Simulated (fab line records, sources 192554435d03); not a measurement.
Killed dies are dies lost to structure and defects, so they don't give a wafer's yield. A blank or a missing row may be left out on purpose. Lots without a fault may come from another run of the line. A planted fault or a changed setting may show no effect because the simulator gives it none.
fab line records | flow n5_finfet
record lots=6 wafers=16 last_day=17
route steps=1938 shown PASSIVATION@1898
lots that met no fault: from a run of the same line without faults
start_h: hours from the record's first day to the start of the lot's first wafer shown | wait_h: hours since the lot's step before | " the same as in the row above | L1.1+2: a row that stands for several wafers | - no value, or no start given | * or withheld: withheld | < > ~ a bound
route shown NAME@n: a module of which the file shows steps, and the number in the route of the first | usual: mean/standard deviation of fault-free wafers | same: alike in all rows | chamber/n: place in a boat | sites: the reading at each site | _std_site: their standard deviation | _edge_site: outer sites' mean less inner sites' | radius_mm: how far each site lies from the wafer's centre | mask NAME#n: copy n | behind: the tool/chamber that last shaped the wafer | hold: why the lot was held/for how many hours/how that ended | device: the transistor (n, p or np) that didn't switch | end of line: the same wafers' tests at the end of the route | a step without rows: its recipe alone | killed: dies lost to structure and defects at the first sort, not the wafer's yield | map: a wafer's dies, x killed, . not, _ none there
set.NAME: the setting as run; set.NAME@STEP: as run at that earlier step | model.NAME: the simulator's own value behind a step, which no gauge read
lots at some steps of the route; a table a step, a row a wafer
services: from which hour (start_h, from the record's first day; less than 0 if before it) a tool's chamber was out of use, for how many hours, and why
## steps
# step N5_PASSIVATION_COAT_24
# recipe spin_rpm=3000 resist_thk_nm=withheld
# step N5_PASSIVATION_EBR_26
# recipe solvent=PGMEA ebr_width_mm=1.5
# step N5_PASSIVATION_SOFTBAKE_25
# recipe temp_c=100 time_s=90
# step N5_PASSIVATION_EXPOSE_27
# recipe mask_id=PAD na=0.55 source_shape=conventional sigma_outer=0.8 polarization=unpolarized defocus_nm=0 dose_mj=32.3
# step N5_PASSIVATION_PEB_28
# recipe peb_temp_c=withheld peb_time_s=*
# step N5_PASSIVATION_DEVELOP_29
# recipe develop_time_s=60 rinse_liquid=diw dry=air_spin dev_temp_c=21
# step N5_PASSIVATION_HARDBAKE_31
# recipe temp_c=130 time_s=120
# step N5_PASSIVATION_CD_MEAS_30
# recipe target_cd_nm=4000 landing_energy_ev=500 detector=se_inlens polarity=opening
# usual cd_nm=3999.7/1.7
# columns lot.wafer tool chamber start_h wait_h cd_nm
L689.1 cd_sem-03 0 294.34 - 4000.4
L689.4 " 0 " " 4000.1
L689.5 " 0 " " 4001.9
L695.1 cd_sem-02 0 342.64 - 4000.3
L695.2 " 0 " " 3998.0
L695.3 " 0 " " 3999.6
L702.1 cd_sem-02 0 374.32 - 3999.6
L702.4 " 0 " " 4001.7
L704.1 cd_sem-02 0 383.65 - 3997.1
L704.6 " 0 " " 3999.1
L707.1 cd_sem-03 0 397.85 - 3997.9
L707.2 " 0 " " 4000.9
L707.5 " 0 " " 4000.9
L708.1 cd_sem-02 0 412.41 - 3999.4
L708.2 " 0 " " 3999.4
L708.4 " 0 " " 3997.3
# step N5_PASSIVATION_OVL_MEAS_63
# recipe points_per_wafer=44
# usual PAD_OVL=-3/5.9
# columns lot.wafer tool chamber start_h wait_h PAD_OVL[nm]
L689.1 overlay-01 0 294.37 0.0 11
L689.4 " 0 " " -5
L689.5 " 0 " " 3
L695.1 overlay-02 0 342.67 0.0 2
L695.2 " 0 " " 2
L695.3 " 0 " " -5
L702.1 overlay-02 0 374.35 0.0 -11
L702.4 " 0 " " 1
L704.1 overlay-02 0 383.68 0.0 -2
L704.6 " 0 " " -14
L707.1 overlay-01 0 397.88 0.0 0
L707.2 " 0 " " -2
L707.5 " 0 " " -3
L708.1 overlay-02 0 412.44 0.0 0
L708.2 " 0 " " -10
L708.4 " 0 " " -3
# step N5_PASSIVATION_INSPECT_64
# recipe mode=adi inspect_instrument=macro
# usual raw_defect_count=2.0/1.4
# columns lot.wafer tool chamber start_h wait_h raw_defect_count
L689.1 defect_inspect-01 - 294.39 0.0 1
L689.4 " - " " 2
L689.5 " - " " 2
L695.1 defect_inspect-01 - 342.69 0.0 2
L695.2 " - " " 5
L695.3 " - " " 1
L702.1 defect_inspect-02 - 374.37 0.0 1
L702.4 " - " " 1
L704.1 defect_inspect-01 - 383.71 0.0 4
L704.6 " - " " 3
L707.1 defect_inspect-01 - 397.91 0.0 4
L707.2 " - " " 1
L707.5 " - " " 2
L708.1 defect_inspect-01 - 412.46 0.0 1
L708.2 " - " " 4
L708.4 " - " " 0
# step N5_PASSIVATION_DESCUM_32
# recipe chemistry=O2 time_s=7.9 source_power_w=50 bias_power_w=20 pressure_mtorr=20 rf_frequency_hz=2.712e+07 temp_c=40 o2_flow_sccm=225
# usual drypump_motor_current_A=5.7/0.42 oes_product_au=0.81/0.053 rf_vpp_V=243.5/1.4 showerhead_plenum_p_Torr=2.12/0.07 throttle_valve_pct=20.34/0.25
# columns lot.wafer tool chamber start_h wait_h drypump_motor_current_A oes_product_au rf_hours_counter_h rf_vpp_V showerhead_plenum_p_Torr throttle_valve_pct
L689.1 rie_diel-02 0 294.42 0.0 6.4 0.87 70 240.9 2.02 20.62
L689.4 " 1 " " 5.7 0.91 26 243.3 2.12 19.95
L689.5 " 3 " " 4.9 0.77 - 243.9 2.11 20.20
L695.1 rie_diel-06 1 343.59 0.9 6.1 0.73 160 242.8 2.02 20.60
L695.2 " 2 " " 5.2 0.81 88 244.7 2.11 20.03
L695.3 " 0 " " 6.1 0.79 114 244.0 2.21 20.22
L702.1 rie_diel-06 0 374.40 0.0 6.2 0.77 128 244.5 2.21 20.22
L702.4 " 3 " " 5.8 0.77 144 244.8 2.16 20.18
L704.1 rie_diel-02 1 383.74 0.0 5.7 0.87 48 243.3 2.11 19.98
L704.6 " 0 " " 6.4 0.84 - 242.2 2.02 20.67
L707.1 rie_diel-02 1 398.08 0.2 5.7 0.86 54 243.6 2.11 19.97
L707.2 " 2 " " 5.6 0.88 45 242.2 2.04 20.29
L707.5 " 0 " " 6.4 0.83 - 241.3 2.01 20.66
L708.1 rie_diel-06 2 412.50 0.0 5.1 0.77 112 242.7 2.10 20.07
L708.2 " 1 " " 6.0 0.69 188 241.0 2.01 20.63
L708.4 " 3 " " 5.8 0.75 158 244.7 2.16 20.20
# step N5_PASSIVATION_AL_ETCH_33
# recipe chemistry=Cl2/BCl3 target_depth_a=28000 over_etch_frac=0.15 Cl2_flow_sccm=180 bcl3_flow_sccm=60 target=Al stop_on=TaN time_s=466.7 ion_energy_ev=100 pressure_mtorr=10 icp_w=900 bias_w=100
# usual drypump_motor_current_A=5.56/0.29 oes_product_au=0.68/0.073 throttle_valve_pct=34.30/0.21
# columns lot.wafer tool chamber start_h wait_h drypump_motor_current_A oes_product_au rf_hours_counter_h throttle_valve_pct
L689.1 rie_metal-03 0 294.51 0.1 5.74 0.65 65 34.38
L689.4 " 0 " " 5.76 0.65 - 34.38
L689.5 " 1 " " 5.11 0.67 - 34.26
L695.1 rie_metal-02 1 343.67 0.1 5.55 0.87 2 33.74
L695.2 " 0 " " 5.58 0.68 52 34.37
L695.3 " 0 " " 5.59 0.68 - 34.35
L702.1 rie_metal-03 0 374.49 0.1 5.75 0.64 73 34.36
L702.4 " 0 " " 5.75 0.65 - 34.37
L704.1 rie_metal-03 1 383.84 0.1 5.12 0.66 56 34.26
L704.6 " 1 " " 5.14 0.66 - 34.27
L707.1 rie_metal-01 0 398.18 0.1 5.99 0.61 89 34.21
L707.2 " 1 " " 5.65 0.77 13 34.62
L707.5 " 1 " " 5.64 0.77 - 34.60
L708.1 rie_metal-01 0 412.59 0.1 6.05 0.60 91 34.21
L708.2 " 1 " " 5.66 0.78 14 34.60
L708.4 " 0 " " 6.04 0.61 - 34.18
# step N5_PASSIVATION_ETCH_59
# recipe chemistry=Cl2/BCl3 target=TaN target_depth_a=650 time_s=34.9 ion_energy_ev=100 pressure_mtorr=10 icp_w=900 bias_w=100 Cl2_flow_sccm=60 bcl3_flow_sccm=30
# usual drypump_motor_current_A=5.55/0.29 oes_product_au=0.76/0.086 throttle_valve_pct=21.15/0.16
# columns lot.wafer tool chamber start_h wait_h drypump_motor_current_A oes_product_au rf_hours_counter_h throttle_valve_pct model.etch.depth_nm
L689.1 rie_metal-03 0 294.91 0.3 5.77 0.72 66 21.18 64.73
L689.4 " 0 " " 5.77 0.73 - 21.18 65.05
L689.5 " 1 " " 5.13 0.75 - 21.19 65.17
L695.1 rie_metal-02 1 344.07 0.3 5.55 0.97 2 20.66 67.61
L695.2 " 0 " " 5.57 0.74 52 21.19 64.79
L695.3 " 0 " " 5.59 0.75 - 21.20 64.66
L702.1 rie_metal-03 0 374.89 0.3 5.75 0.70 73 21.19 69.4
L702.4 " 0 " " 5.73 0.71 - 21.18 65.33
L704.1 rie_metal-03 1 384.24 0.3 5.13 0.72 56 21.22 69.95
L704.6 " 1 " " 5.15 0.73 - 21.21 70.44
L707.1 rie_metal-01 0 398.58 0.3 6.02 0.67 90 21.24 65.38
L707.2 " 1 " " 5.67 0.86 13 21.24 65.78
L707.5 " 1 " " 5.66 0.86 - 21.23 65.5
L708.1 rie_metal-01 0 412.99 0.3 6.01 0.67 91 21.23 65.35
L708.2 " 1 " " 5.66 0.86 14 21.25 65.77
L708.4 " 0 " " 5.98 0.66 - 21.25 65.16
# step N5_PASSIVATION_STRIP_34
# recipe chemistry=O2 power_w=600 temp_c=60 pressure_mtorr=30 rf_frequency_hz=6e+07 bias_power_w=0 overash_fraction=2 o2_flow_sccm=225
# usual drypump_motor_current_A=5.7/0.41 oes_product_au=0.81/0.054 rf_vpp_V=3.7/1.6 showerhead_plenum_p_Torr=2.12/0.069 throttle_valve_pct=16.57/0.25
# same overash_fraction=2
# columns lot.wafer tool chamber start_h wait_h drypump_motor_current_A oes_product_au rf_hours_counter_h rf_vpp_V showerhead_plenum_p_Torr throttle_valve_pct
L689.1 rie_diel-02 0 295.03 0.1 6.4 0.85 71 1.4 2.03 16.77
L689.4 " 2 " " 5.5 0.94 17 4.6 2.06 16.43
L689.5 " 1 " " 5.7 0.88 - 3.6 2.12 16.22
L695.1 rie_diel-06 0 344.28 0.2 6.1 0.80 114 5.7 2.21 16.46
L695.2 " 1 " " 6.1 0.72 161 1.2 2.03 16.77
L695.3 " 2 " " 5.1 0.80 88 1.4 2.12 16.30
L702.1 rie_diel-02 0 375.04 0.1 6.4 0.84 89 2.7 2.02 16.79
L702.4 " 3 " " 4.9 0.74 150 3.6 2.11 16.43
L704.1 rie_diel-02 0 384.36 0.1 6.4 0.84 92 4.3 2.02 16.87
L704.6 " 1 " " 5.7 0.86 - 3.0 2.12 16.20
L707.1 rie_diel-03 1 398.73 0.1 5.7 0.80 96 2.2 2.23 16.75
L707.2 " 2 " " 5.5 0.78 118 1.8 2.19 16.92
L707.5 " 2 " " 5.5 0.80 - 1.8 2.19 16.90
L708.1 rie_diel-03 2 413.10 0.1 5.5 0.81 122 3.8 2.19 16.89
L708.2 " 3 " " 5.7 0.76 140 1.0 2.11 16.61
L708.4 " 0 " " 6.1 0.73 182 4.4 2.07 17.10
# step N5_PASSIVATION_PROBE_49
# usual defect_limited_yield=91.2/1.5 killed_at_M0_to_M3=36/10 killed_at_M4_up=13/6 killed_at_contacts=11/5.2 killed_at_front_end=40/11 killed_at_other=3.1/2.9 killed_dies=104/17 killed_open=66/12 killed_short=34/7.7 sort_bin_5_function=5.1/0.91 sort_bin_6_memory=3.2/0.67 sort_n_pass=1076/17 sort_yield_pct=91.2/1.5
# same gross_dies=1180 killed_at_back_side=0 sort_bin_4_leakage[%]=0 sort_bin_8_speed[%]=0
# columns lot.wafer tool chamber start_h wait_h defect_limited_yield[%] killed_at_M0_to_M3 killed_at_M4_up killed_at_contacts killed_at_front_end killed_at_other killed_dies killed_open killed_short sort_bin_5_function[%] sort_bin_6_memory[%] sort_n_pass sort_yield_pct[%]
L689.1 prober-02 - 299.46 0.0 93.6 20 15 17 23 1 76 42 32 4.5 1.8 1104 93.6
L689.4 prober-02 - 299.61 0.2 93.5 35 10 13 15 4 77 53 21 4.3 2.0 1103 93.5
L689.5 prober-02 - 299.66 0.2 92.4 23 27 12 27 1 90 56 26 5.2 2.3 1090 92.4
L695.1 prober-02 - 348.67 0.0 90.0 32 13 19 49 5 118 72 38 5.3 3.8 1062 90.0
L695.2 prober-02 - 348.72 0.1 93.1 31 8 5 37 1 82 57 24 3.8 2.7 1098 93.1
L695.3 prober-02 - 348.77 0.1 91.9 25 15 22 34 0 96 61 31 5.2 2.5 1084 91.9
L704.1 prober-01 - 388.67 0.0 90.3 32 4 11 66 2 115 60 43 5.3 2.9 1065 90.3
# killed by level:class
L689.1 MOL_CONTACT_COAG:geometric_particle:open=10 MOL_CONTACT_COAG:geometric_particle:short=7 ILD0:geometric_particle:short=5 BEOL_M5:geometric_particle:open=4 GATE_CUT:geometric_particle:short=4 BEOL_M0_SAQP:geometric_particle:open=4 BEOL_M3:geometric_particle:open=4 FIN_SAQP:geometric_particle:short=3
L689.4 BEOL_M0_SAQP:geometric_particle:open=11 MOL_CONTACT_COAG:geometric_particle:open=10 BEOL_M0_SAQP:geometric_particle:short=8 BEOL_M1:geometric_particle:open=7 BEOL_M4:geometric_particle:open=6 STI_FIN_REVEAL:geometric_particle:open=4 FIN_SAQP:geometric_particle:open=3 MOL_CONTACT_COAG:geometric_particle:short=3
L689.5 BEOL_M4:geometric_particle:open=14 MOL_CONTACT_COAG:geometric_particle:open=8 FIN_SAQP:geometric_particle:open=6 BEOL_M0_SAQP:geometric_particle:short=6 BEOL_M3:geometric_particle:open=6 MOL_CONTACT_COAG:geometric_particle:short=4 BEOL_M2:geometric_particle:open=4 STARTING-WAFER:geometric_particle:short=4
L695.1 MOL_CONTACT_COAG:geometric_particle:open=16 FIN_SAQP:geometric_particle:open=12 BEOL_M1:geometric_particle:open=10 FIN_SAQP:geometric_particle:short=8 HKMG_FIN:area_etch=6 BEOL_M0_SAQP:geometric_particle:open=5 MIM_BOT:geometric_particle:short=5 BEOL_M4:geometric_particle:open=5
L695.2 FIN_SAQP:geometric_particle:open=11 FIN_SAQP:geometric_particle:short=10 BEOL_M1:geometric_particle:open=10 BEOL_M0_SAQP:geometric_particle:open=5 BEOL_M0_SAQP:geometric_particle:short=4 MOL_CONTACT_COAG:geometric_particle:open=4 BEOL_M2:geometric_particle:open=4 BEOL_M3:geometric_particle:open=4
L695.3 MOL_CONTACT_COAG:geometric_particle:open=18 BEOL_M4:geometric_particle:open=8 FIN_SAQP:geometric_particle:short=7 BEOL_M0_SAQP:geometric_particle:open=7 FIN_SAQP:geometric_particle:open=5 BEOL_M2:geometric_particle:open=5 STARTING-WAFER:geometric_particle:short=5 BEOL_M0_SAQP:geometric_particle:short=4
L704.1 FIN_SAQP:geometric_particle:open=23 FIN_SAQP:geometric_particle:short=19 HKMG_FIN:area_etch=12 BEOL_M0_SAQP:geometric_particle:short=11 MOL_CONTACT_COAG:geometric_particle:open=10 BEOL_M0_SAQP:geometric_particle:open=10 BEOL_M3:geometric_particle:open=4 DUMMY_GATE:geometric_particle:short=3
## services
# columns tool chamber start_h hours kind
rie_metal-02 1 290.19 - clean
rie_metal-02 1 290.19 33.3 scheduled_down
rie_metal-02 1 290.19 33.3 vent_cycle
rie_diel-06 - 307.32 2.8 pm
rie_diel-02 - 329.88 24.2 repair
rie_diel-06 2 386.98 7.8 repair
rie_metal-01 - 395.15 0.6 repair
## key
first_sign none at tools or gauges
model_effect step=N5_PASSIVATION_ETCH_59 value=etch.depth_nm without=65.3 struck=69.93
met_at N5_PASSIVATION_ETCH_59
struck_wafers L702.1,L704.1,L704.6
baseline_loss step=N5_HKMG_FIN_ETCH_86 wafers=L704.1
onset_between 294.91 374.89
fault kind=process_parameter_drift tool=rie_metal-03 chamber=- onset_h=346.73 steps=N5_PASSIVATION_ETCH_59 channel=time_s offset=* shape=step end_h=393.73 scope=struck_wafers_only acts_in=* stated=*
# baseline_loss: these wafers lose ten dies or more at that step, a loss of the line's own and not of a fault; the sort's usual values leave them out
